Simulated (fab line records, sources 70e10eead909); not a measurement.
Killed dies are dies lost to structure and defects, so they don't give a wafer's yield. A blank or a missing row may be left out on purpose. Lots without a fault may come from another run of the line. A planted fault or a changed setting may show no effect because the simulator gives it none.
fab line records | flow nand_harc
record lots=6 wafers=18 last_day=23
route steps=1159 shown A_CHANNEL_HOLE_D1@470 A_CHANNEL_FILL_D1@490 END@1159
lots that met no fault: from a run of the same line without faults
start_h: hours from the record's first day to the start of the lot's first wafer shown | wait_h: hours since the lot's step before | " the same as in the row above | L1.1+2: a row that stands for several wafers | - no value, or no start given | * or withheld: withheld | < > ~ a bound
route shown NAME@n: a module of which the file shows steps, and the number in the route of the first | usual: mean/standard deviation of fault-free wafers | same: alike in all rows | chamber/n: place in a boat | sites: the reading at each site | _std_site: their standard deviation | _edge_site: outer sites' mean less inner sites' | radius_mm: how far each site lies from the wafer's centre | mask NAME#n: copy n | behind: the tool/chamber that last shaped the wafer | hold: why the lot was held/for how many hours/how that ended | device: the transistor (n, p or np) that didn't switch | end of line: the same wafers' tests at the end of the route | a step without rows: its recipe alone | killed: dies lost to structure and defects at the first sort, not the wafer's yield | map: a wafer's dies, x killed, . not, _ none there
set.NAME: the setting as run; set.NAME@STEP: as run at that earlier step | model.NAME: the simulator's own value behind a step, which no gauge read
lots at some steps of the route; a table a step, a row a wafer
services: from which hour (start_h, from the record's first day; less than 0 if before it) a tool's chamber was out of use, for how many hours, and why
## steps
# step NHARC_A_CHANNEL_HOLE_D1_CD_MEAS_18
# usual cd_nm=99.8/1.9
# columns lot.wafer tool chamber start_h wait_h cd_nm
L416.1 cd_sem-03 - 191.74 - 100.6
L416.2 " - " " 98.3
L416.3 " - " " 99.7
L419.2 cd_sem-03 - 204.47 - 102.3
L419.4 " - " " 100.6
L419.5 " - " " 98.8
L423.2 cd_sem-03 - 230.93 - 102.7
L423.3 " - " " 102.8
L423.4 " - " " 100.4
L424.1 cd_sem-03 - 242.31 - 101.9
L424.2 " - " " 100.0
L424.3 " - " " 104.4
L431.2 cd_sem-02 - 275.88 - 97.1
L431.5 " - " " 99.6
L431.6 " - " " 99.5
L435.3 cd_sem-01 - 293.82 - 100.3
L435.5 " - " " 98.4
L435.6 " - " " 102.4
# step NHARC_A_CHANNEL_HOLE_D1_ETCH_19
# recipe bias_v=1200 source_w=2500 pressure_mtorr=15 time_s=34.5 ar_flow_sccm=375 c4f8_flow_sccm=28.8 o2_flow_sccm=96.2 temp_c=-20 target_depth_a=* chemistry=C4F8/O2/Ar
# usual drypump_motor_current_A=6.0/0.66 showerhead_plenum_p_Torr=3.65/0.078 throttle_valve_pct=37.038/0.0099
# same time_s=34.5
# columns lot.wafer tool chamber start_h wait_h drypump_motor_current_A rf_hours_counter_h showerhead_plenum_p_Torr throttle_valve_pct
L416.2 har_etch-02 1 195.68 3.9 6.6 103 3.77 37.032
L416.1 " 0 " " 6.2 103 3.57 37.034
L416.3 " 0 " " 6.3 - 3.57 37.046
L419.2 har_etch-01 1 204.56 0.1 6.1 202 3.69 37.041
L419.4 " 0 " " 4.8 - 3.64 37.053
L419.5 " 1 " " 6.1 - 3.69 37.042
L423.2 har_etch-02 0 231.00 0.1 6.2 118 3.56 37.032
L423.3 " 0 " " 6.2 - 3.56 37.041
L423.4 " 1 " " 6.5 - 3.76 37.040
L424.2 har_etch-02 1 242.38 0.1 6.5 124 3.75 37.038
L424.1 " 0 " " 6.2 124 3.56 37.039
L424.3 " 0 " " 6.2 - 3.56 37.041
L431.2 har_etch-01 1 275.97 0.1 6.1 237 3.67 37.030
L431.6 " 0 " " 4.8 - 3.62 37.043
L431.5 " 1 " " 6.1 - 3.67 37.031
L435.3 har_etch-02 0 293.93 0.1 6.2 - 3.54 37.012
L435.5 " 0 " " 6.3 - 3.54 37.043
L435.6 " 1 " " 6.5 - 3.74 37.028
# step NHARC_A_CHANNEL_HOLE_D1_ETCH_20
# recipe bias_v=3000 source_w=withheld pressure_mtorr=20 time_s=361.9 ar_flow_sccm=375 c4f8_flow_sccm=89.3 o2_flow_sccm=35.7 temp_c=-20 target_depth_a=16000 chemistry=C4F8/O2/Ar
# step NHARC_A_CHANNEL_HOLE_D1_ETCH_21
# recipe bias_v=3000 source_w=withheld pressure_mtorr=20 time_s=514.3 ar_flow_sccm=375 c4f8_flow_sccm=89.3 o2_flow_sccm=35.7 temp_c=-20 target_depth_a=16000 chemistry=C4F8/O2/Ar
# step NHARC_A_CHANNEL_HOLE_D1_ETCH_22
# recipe bias_v=3000 source_w=withheld pressure_mtorr=20 time_s=666.7 ar_flow_sccm=375 c4f8_flow_sccm=89.3 o2_flow_sccm=35.7 temp_c=-20 target_depth_a=16000 chemistry=C4F8/O2/Ar
# usual drypump_motor_current_A=6.0/0.65 showerhead_plenum_p_Torr=3.61/0.075 throttle_valve_pct=32.154/0.0096
# same time_s=666.7
# columns lot.wafer tool chamber start_h wait_h drypump_motor_current_A rf_hours_counter_h showerhead_plenum_p_Torr throttle_valve_pct
L416.2 har_etch-02 1 196.55 0.4 6.6 104 3.72 32.169
L416.1 " 0 " " 6.2 104 3.53 32.159
L416.3 " 0 " " 6.2 - 3.53 32.165
L419.2 har_etch-01 1 205.50 0.4 6.1 203 3.65 32.151
L419.4 " 0 " " 4.8 - 3.60 32.152
L419.5 " 1 " " 6.1 - 3.65 32.145
L423.2 har_etch-02 0 231.86 0.4 6.2 119 3.52 32.171
L423.3 " 0 " " 6.2 - 3.52 32.163
L423.4 " 1 " " 6.6 - 3.71 32.153
L424.2 har_etch-02 1 243.25 0.4 6.5 124 3.71 32.160
L424.1 " 0 " " 6.2 124 3.52 32.149
L424.3 " 0 " " 6.2 - 3.52 32.138
L431.2 har_etch-01 1 276.91 0.4 6.1 238 3.63 32.134
L431.6 " 0 " " 4.8 - 3.58 32.168
L431.5 " 1 " " 6.1 - 3.63 32.157
L435.3 har_etch-02 0 294.96 0.4 6.2 - 3.51 32.143
L435.5 " 0 " " 6.2 - 3.51 32.168
L435.6 " 1 " " 6.6 - 3.70 32.153
# step NHARC_A_CHANNEL_HOLE_D1_ETCH_23
# recipe bias_v=5000 source_w=withheld pressure_mtorr=20 time_s=819 ar_flow_sccm=375 c4f8_flow_sccm=89.3 o2_flow_sccm=35.7 temp_c=-20 target_depth_a=16000 chemistry=C4F8/O2/Ar
# step NHARC_A_CHANNEL_HOLE_D1_ETCH_24
# recipe bias_v=5000 source_w=withheld pressure_mtorr=20 time_s=906.2 ar_flow_sccm=375 c4f8_flow_sccm=93.8 o2_flow_sccm=31.2 temp_c=-20 target_depth_a=15000 chemistry=C4F8/O2/Ar
# step NHARC_A_CHANNEL_HOLE_D1_ETCH_25
# recipe bias_v=5000 source_w=withheld pressure_mtorr=20 time_s=1040.2 ar_flow_sccm=375 c4f8_flow_sccm=93.8 o2_flow_sccm=31.2 temp_c=-20 target_depth_a=15000 chemistry=C4F8/O2/Ar
# usual drypump_motor_current_A=6.0/0.65 showerhead_plenum_p_Torr=3.61/0.075 throttle_valve_pct=32.235/0.0087
# same time_s=1040.2
# columns lot.wafer tool chamber start_h wait_h drypump_motor_current_A rf_hours_counter_h showerhead_plenum_p_Torr throttle_valve_pct
L416.2 har_etch-02 1 198.58 0.6 6.5 106 3.72 32.236
L416.1 " 0 " " 6.2 106 3.53 32.230
L416.3 " 0 " " 6.2 - 3.53 32.245
L419.2 har_etch-01 1 207.58 0.7 6.1 205 3.65 32.215
L419.4 " 0 " " 4.7 - 3.60 32.234
L419.5 " 1 " " 6.1 - 3.65 32.243
L423.2 har_etch-02 0 233.90 0.6 6.2 121 3.52 32.241
L423.3 " 0 " " 6.2 - 3.52 32.229
L423.4 " 1 " " 6.6 - 3.71 32.224
L424.2 har_etch-02 1 245.30 0.6 6.6 126 3.71 32.244
L424.1 " 0 " " 6.2 126 3.52 32.237
L424.3 " 0 " " 6.2 - 3.51 32.241
L431.2 har_etch-01 1 278.98 0.7 6.1 240 3.63 32.228
L431.6 " 0 " " 4.8 - 3.58 32.245
L431.5 " 1 " " 6.1 - 3.63 32.238
L435.3 har_etch-02 0 297.09 0.7 6.3 - 3.50 32.237
L435.5 " 0 " " 6.2 - 3.50 32.226
L435.6 " 1 " " 6.5 - 3.69 32.234
# step NHARC_A_CHANNEL_HOLE_D1_ETCH_26
# recipe bias_v=300 source_w=2000 pressure_mtorr=30 time_s=224.1 ar_flow_sccm=375 c4f8_flow_sccm=11.4 o2_flow_sccm=113.6 temp_c=-20 target_depth_a=3000 chemistry=C4F8/O2/Ar
# usual drypump_motor_current_A=6.0/0.65 showerhead_plenum_p_Torr=3.65/0.079 throttle_valve_pct=24.585/0.0098
# same time_s=224.1
# columns lot.wafer tool chamber start_h wait_h drypump_motor_current_A rf_hours_counter_h showerhead_plenum_p_Torr throttle_valve_pct
L416.2 har_etch-02 1 199.46 0.7 6.6 107 3.77 24.576
L416.1 " 0 " " 6.2 107 3.57 24.569
L416.3 " 0 " " 6.2 - 3.57 24.581
L419.2 har_etch-01 1 208.34 0.6 6.1 205 3.69 24.587
L419.4 " 0 " " 4.8 - 3.64 24.582
L419.5 " 1 " " 6.1 - 3.69 24.581
L423.2 har_etch-02 0 234.76 0.7 6.2 122 3.56 24.583
L423.3 " 0 " " 6.2 - 3.56 24.595
L423.4 " 1 " " 6.6 - 3.76 24.578
L424.2 har_etch-02 1 246.17 0.7 6.6 127 3.76 24.591
L424.1 " 0 " " 6.2 127 3.56 24.575
L424.3 " 0 " " 6.2 - 3.55 24.583
L431.2 har_etch-01 1 279.74 0.6 6.1 241 3.67 24.582
L431.6 " 0 " " 4.8 - 3.62 24.584
L431.5 " 1 " " 6.1 - 3.67 24.602
L435.3 har_etch-02 0 297.74 0.5 6.2 - 3.54 24.578
L435.5 " 0 " " 6.2 - 3.54 24.578
L435.6 " 1 " " 6.6 - 3.74 24.580
# step NHARC_A_CHANNEL_HOLE_D1_ETCH_33
# recipe bias_v=400 source_w=2000 pressure_mtorr=25 time_s=90 ar_flow_sccm=375 c4f8_flow_sccm=41.7 o2_flow_sccm=83.3 temp_c=-20 target_depth_a=4000 chemistry=C4F8/O2/Ar
# step NHARC_A_CHANNEL_HOLE_D1_STRIP_41
# recipe n2_flow_sccm=150 h2_flow_sccm=150 ar_flow_sccm=0 bias_w=0 chemistry=N2/H2
# step NHARC_A_CHANNEL_HOLE_D1_STRIP_42
# recipe cf4_flow_sccm=100 chf3_flow_sccm=30 ar_flow_sccm=0 bias_w=0 chemistry=CF4/CHF3
# step NHARC_A_CHANNEL_HOLE_D1_STRIP_43
# recipe o2_flow_sccm=400 cos_flow_sccm=20 ar_flow_sccm=0 bias_w=0 chemistry=O2/COS
# columns lot.wafer tool chamber start_h wait_h
L416.2+3+1 rie_diel-02 1,2,0 200.36 0.1
L419.2+4+5 rie_diel-02 3,0,0 209.19 0.0
L423.2+4+3 rie_diel-02 0,1,2 235.64 0.1
L424.2+1+3 rie_diel-02 3,1,2 247.05 0.0
L431.2+6+5 rie_diel-03 0,1,2 280.60 0.1
L435.3+5+6 rie_diel-03 2,2,3 298.56 0.1
# step NHARC_A_CHANNEL_HOLE_D1_ETCH_44
# recipe target_depth_a=1400 overetch_a=140 time_s=77 ion_energy_ev=100 cf4_flow_sccm=80 o2_flow_sccm=20 ar_flow_sccm=0 rf_w=300 bias_w=100 chemistry=CF4/O2
# usual drypump_motor_current_A=5.7/0.44 oes_ar_750_au=1.000/0.0047 oes_o_777_au=1.000/0.0045 oes_product_au=1.001/0.01 rf_vpp_V=198.0/1.4 showerhead_plenum_p_Torr=1.34/0.055 throttle_valve_pct=13.398/0.0099
# same time_s=77
# columns lot.wafer tool chamber start_h wait_h drypump_motor_current_A oes_ar_750_au oes_o_777_au oes_product_au rf_hours_counter_h rf_vpp_V showerhead_plenum_p_Torr throttle_valve_pct
L416.3 rie_diel-02 3 200.42 0.1 5.4 1.000 1.005 0.995 2.4 197.5 1.39 13.395
L416.2 " 1 " " 6.1 0.996 1.003 1.000 2.4 199.4 1.37 13.411
L416.1 " 2 " " 6.0 1.002 0.999 1.009 2.0 196.5 1.27 13.394
L419.4 rie_diel-02 2 209.25 0.1 6.0 1.008 0.998 0.999 2.7 196.1 1.27 13.402
L419.2 " 3 " " 5.4 1.003 1.000 0.993 3.3 198.6 1.39 13.401
L419.5 " 3 " " 5.4 1.003 1.008 0.995 - 198.1 1.39 13.403
L423.4 rie_diel-02 0 235.70 0.1 5.2 1.008 1.003 1.010 5.4 198.9 1.40 13.379
L423.2 " 1 " " 6.0 1.005 1.001 0.995 5.0 198.8 1.37 13.391
L423.3 " 2 " " 6.0 1.008 0.987 1.001 4.8 194.3 1.27 13.387
L424.3 rie_diel-02 2 247.12 0.1 6.0 0.996 1.007 1.018 5.5 197.6 1.27 13.392
L424.1 " 3 " " 5.4 1.001 0.999 0.990 6.0 199.5 1.39 13.389
L424.2 " 0 " " 5.2 1.001 1.005 1.011 6.5 198.2 1.40 13.394
L431.2 rie_diel-03 1 280.66 0.1 5.5 0.996 0.997 0.990 3.7 198.6 1.35 13.396
L431.6 " 0 " " 5.9 1.000 0.998 0.984 - 196.1 1.32 13.395
L431.5 " 1 " " 5.5 1.006 1.009 0.982 - 199.0 1.35 13.395
L435.3 rie_diel-03 3 298.64 0.1 5.0 0.998 1.003 1.008 6.1 196.5 1.27 13.402
L435.5 " 0 " " 5.9 1.002 1.005 0.991 - 197.2 1.32 13.410
L435.6 " 1 " " 5.5 1.003 1.001 0.997 - 199.2 1.35 13.386
# step NHARC_A_CHANNEL_HOLE_D1_STRIP_27
# recipe o2_flow_sccm=500 ar_flow_sccm=0 bias_w=0 chemistry=O2
# step NHARC_A_CHANNEL_HOLE_D1_PRECLEAN_28
# recipe time_s=* temp_c=50 bath_age_min=0 chemistry=SC1
# step NHARC_A_CHANNEL_HOLE_D1_SRD_29
# step NHARC_A_CHANNEL_HOLE_D1_CD_MEAS_30
# usual cd_nm=89.7/1.4
# columns lot.wafer tool chamber start_h wait_h cd_nm
L416.1 cd_sem-03 - 201.22 - 89.3
L416.2 " - " " 88.6
L416.3 " - " " 89.3
L419.2 cd_sem-01 - 210.05 - 90.7
L419.4 " - " " 89.0
L419.5 " - " " 89.8
L423.2 cd_sem-03 - 236.50 - 90.9
L423.3 " - " " 91.0
L423.4 " - " " 87.8
L424.1 cd_sem-02 - 247.91 - 88.3
L424.2 " - " " 87.0
L424.3 " - " " 89.5
L431.2 cd_sem-02 - 281.45 - 90.3
L431.5 " - " " 91.0
L431.6 " - " " 88.4
L435.3 cd_sem-01 - 299.42 - 88.3
L435.5 " - " " 88.2
L435.6 " - " " 90.7
# step NHARC_A_CHANNEL_HOLE_D1_XSEM_31
# recipe landing_energy_ev=35000
# step NHARC_A_CHANNEL_HOLE_D1_INSPECT_40
# usual raw_defect_count=59/18
# columns lot.wafer tool chamber start_h wait_h raw_defect_count
L416.1 defect_inspect-02 - 201.42 - 30
L416.2 " - " " 38
L416.3 " - " " 35
L419.2 defect_inspect-01 - 210.24 - 68
L419.4 " - " " 86
L419.5 " - " " 66
L423.2 defect_inspect-01 - 236.68 - 870
L423.3 " - " " 938
L423.4 " - " " 816
L424.1 defect_inspect-01 - 248.09 - 910
L424.2 " - " " 947
L424.3 " - " " 959
L431.2 defect_inspect-01 - 281.63 - 73
L431.5 " - " " 79
L431.6 " - " " 77
L435.3 defect_inspect-01 - 299.61 - 47
L435.5 " - " " 33
L435.6 " - " " 72
# step NHARC_A_CHANNEL_FILL_D1_PRECLEAN_00
# recipe time_s=* temp_c=50 bath_age_min=0 chemistry=SC1
# step NHARC_END_SORT_01
# recipe temp_c=25
# usual killed_at_array=27/12 killed_at_other=0.8/1 killed_at_periphery=4.0/2.5 killed_dies=32/11 killed_open=3.3/1.8 killed_short=2.0/1.5
# same gross_dies=677
# columns lot.wafer tool chamber start_h wait_h killed_at_array killed_at_other killed_at_periphery killed_dies killed_open killed_short
L424.1 prober-01 0 497.22 2.5 117 0 6 123 2 2
L424.2 prober-01 0 498.03 2.8 109 0 8 117 2 2
L424.3 prober-01 0 498.85 3.1 113 1 5 119 1 5
L423.2 prober-02 0 497.24 2.8 80 0 2 82 3 0
L423.3 prober-02 0 498.03 3.1 112 0 2 114 2 2
L423.4 prober-02 0 498.82 3.4 117 0 3 120 4 0
# killed by level:class
L424.1 A_CHANNEL_HOLE_D1:unspecified=93 A_SLIT:chamber_film_flake=10 P_ZERO_WELL:chamber_film_flake=6 A_CHANNEL_HOLE_D1:chamber_film_flake=4 A_CONTACT:chamber_film_flake=3 A_STAIRCASE:chamber_film_flake=2 A_CHANNEL_HOLE_D1:geometric_particle:short=1 A_CHANNEL_FILL_D1:geometric_particle:open=1
L423.2 A_CHANNEL_HOLE_D1:unspecified=56 A_SLIT:chamber_film_flake=10 A_CHANNEL_HOLE_D1:chamber_film_flake=5 A_STAIRCASE:chamber_film_flake=3 A_WL_FILL:chamber_film_flake=3 P_GATE:geometric_particle:open=1 A_CONTACT:geometric_particle:open=1 A_M0:geometric_particle:open=1
L424.2 A_CHANNEL_HOLE_D1:unspecified=82 A_SLIT:chamber_film_flake=14 P_ZERO_WELL:chamber_film_flake=5 A_CHANNEL_HOLE_D1:chamber_film_flake=5 A_CONTACT:chamber_film_flake=5 P_GATE:geometric_particle:open=1 P_M1:geometric_particle:short=1 A_ONON_D1:geometric_particle:open=1
L423.3 A_CHANNEL_HOLE_D1:unspecified=94 A_SLIT:chamber_film_flake=10 A_CHANNEL_HOLE_D1:chamber_film_flake=3 A_WL_FILL:chamber_film_flake=3 P_GATE:geometric_particle:open=1 P_CONTACT:geometric_particle:open=1 A_CHANNEL_FILL_D1:geometric_particle:short=1 A_WL_FILL:geometric_particle:short=1
L423.4 A_CHANNEL_HOLE_D1:unspecified=90 A_SLIT:chamber_film_flake=15 A_CONTACT:chamber_film_flake=4 A_CHANNEL_HOLE_D1:chamber_film_flake=2 A_WL_FILL:chamber_film_flake=2 P_M1:geometric_particle:open=1 A_CHANNEL_FILL_D1:geometric_particle:open=1 A_WL_FILL:geometric_particle:open=1
L424.3 A_CHANNEL_HOLE_D1:unspecified=86 A_SLIT:chamber_film_flake=12 A_CHANNEL_HOLE_D1:chamber_film_flake=6 P_ZERO_WELL:chamber_film_flake=3 A_CONTACT:chamber_film_flake=3 A_CHANNEL_HOLE_D1:geometric_particle:short=2 P_M0:geometric_particle:short=1 A_ONON_D1:geometric_particle:open=1
# map L423.4 (x killed, . not)
____________.____________
_________......._________
_______..........._______
______.............______
_____..............._____
____....x............____
____.................____
___...x...............___
___..x................___
__.....................__
__...................x.__
_......................._
_.......x......xx.xx...._
_..............xxx......_
_.............xxxxx..x.._
_..................x...._
.............x..xx.......
.....x.........x.........
.........................
.........................
.........................
_......................._
_........x.............._
_......xxxxx............_
_....xxxxxxxx..........._
_....xxxxxxxx..........._
__....xxxxxxxx.........__
__..xxxxxxxx...........__
___..xxxxxxxxx........___
___.xxxxxxxxx.........___
____xxxxxxxxx........____
____.xxxxxxx.........____
_____.xxxxxxxx......_____
______xxxxxxx......______
_______xxxx...x.xx_______
_________.x..x.._________
____________.____________
# map L424.1 (x killed, . not)
____________.____________
_________......._________
_______..........._______
______.............______
_____..........x...._____
____................x____
____.................____
___...................___
___...................___
__.....................__
__x....x...............__
_......................._
_............x...x......_
_.................x....._
_.............x.xxx....._
_............x.x........_
...........x..x..........
...............x.x....x..
...............x.xx.....x
..x.......x..............
......................x..
_....x.................._
_........x.............x_
_.....xxx.xx............_
_...x.xxxxxx..x........._
_....xxxxxxxx..........._
__....xxxxxxxx.........__
__...xxxxxxxx..........__
___xxxxxxxxx..........___
___xxxxxxxxxx.........___
____xxxxxxxxxx.......____
____.xxxxxxx..x......____
_____xxxxxxx........_____
______xxxxxxxx.....______
_______x.xx......x_______
_________x..x..._________
____________.____________
## services
# columns tool chamber start_h hours kind
rie_diel-02 1 178.30 9.9 repair
rie_diel-02 0 184.20 - clean
rie_diel-02 2 184.20 - clean
rie_diel-02 3 184.20 - clean
rie_diel-03 0 194.33 - clean
rie_diel-03 1 194.33 - clean
rie_diel-02 0 208.70 - clean
rie_diel-02 1 208.70 - clean
rie_diel-02 2 208.70 - clean
rie_diel-02 3 208.70 - clean
rie_diel-03 - 215.33 9.0 pm
rie_diel-02 0 233.20 - clean
rie_diel-02 1 233.20 - clean
rie_diel-02 2 233.20 - clean
rie_diel-02 3 233.20 - clean
rie_diel-02 0 257.70 - clean
rie_diel-02 1 257.70 - clean
rie_diel-02 2 257.70 - clean
rie_diel-02 3 257.70 - clean
rie_diel-02 0 282.32 - clean
rie_diel-02 1 282.32 - clean
rie_diel-02 2 282.32 - clean
rie_diel-02 3 282.32 - clean
rie_diel-02 0 291.11 15.9 repair
## key
first_sign step=NHARC_A_CHANNEL_HOLE_D1_INSPECT_40 reading=raw_defect_count direction=up sigmas=48 usual=59 struck=907
effect step=NHARC_END_SORT_01 reading=killed_dies direction=up sigmas=7.3 usual=32 struck=112
more_kills_born_at NHARC_A_CHANNEL_HOLE_D1_STRIP_43@rie_diel-02=501
met_at NHARC_A_CHANNEL_HOLE_D1_STRIP_43
struck_wafers L423.2,L423.3,L423.4,L424.1,L424.2,L424.3
tester_left_out L423,L424
onset_between 209.19 235.64
also_fits NHARC_A_CHANNEL_HOLE_D1_ETCH_44:rie_diel-02
fault kind=chamber_particle_source tool=rie_diel-02 chamber=- onset_h=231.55 steps=NHARC_A_CHANNEL_HOLE_D1_STRIP_43 rate_per_visit_cm2=1.3281 end_h=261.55
# tester_left_out: of these lots the tester's yield and bins aren't shown, on N5 and GAA mostly nor the transistor test; their killed dies are dies lost to structure and defects alone, not to doping, threshold or leakage, so they don't give the yield
